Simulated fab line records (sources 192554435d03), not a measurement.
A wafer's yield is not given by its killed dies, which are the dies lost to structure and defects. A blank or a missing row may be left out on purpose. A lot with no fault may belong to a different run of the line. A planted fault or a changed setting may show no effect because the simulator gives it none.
Matching of chambers | flow n5-finfet | N5_FIN_CUT_STRIP_24 on rie-diel-06 has 4 sister chambers
The step strips in CF4. 4 wafers are shown with their chamber, then 8 later ones without.

== WAFERS, EACH WITH ITS CHAMBER ==
wafer  | chamber | showerhead-plenum-p-Torr (Torr)
L087.1 | 2       | 1.81
L087.2 | 3       | 1.70
L087.3 | 0       | 1.87
L087.4 | 1       | 1.78

== WAFERS WHOSE CHAMBER IS MISSING ==
wafer  | showerhead-plenum-p-Torr (Torr)
L087.5 | 1.70
L087.6 | 1.81
L089.1 | 1.81
L089.2 | 1.70
L089.3 | 1.87
L089.4 | 1.77
L089.5 | 1.81
L089.6 | 1.78

== THE CHAMBER EACH PASSED THROUGH ==
wafer  | from the rows above | in truth
L087.5 | 3                   | 3
L087.6 | 2                   | 2
L089.1 | 2                   | 2
L089.2 | 3                   | 3
L089.3 | 0                   | 0
L089.4 | 1                   | 1
L089.5 | 2                   | 2
L089.6 | 1                   | 1
Placed correctly: 8 of 8. Number that these rows cannot place: 0. Placed wrongly: 0.
How it was worked out, from the rows above alone: a wafer's distance from a chamber is the root of the sum, over the readings, of the square of ((its reading less the chamber's mean) divided by the reading's scatter). The wafer belongs to the nearest chamber; if the next one is less than 2 further off, it can't be placed. For every chamber, the mean is computed from those of its wafers that are shown. The scatter (one wafer shown for each chamber): square how far every hidden wafer sits from the nearest shown wafer, average those squares and take the square root.
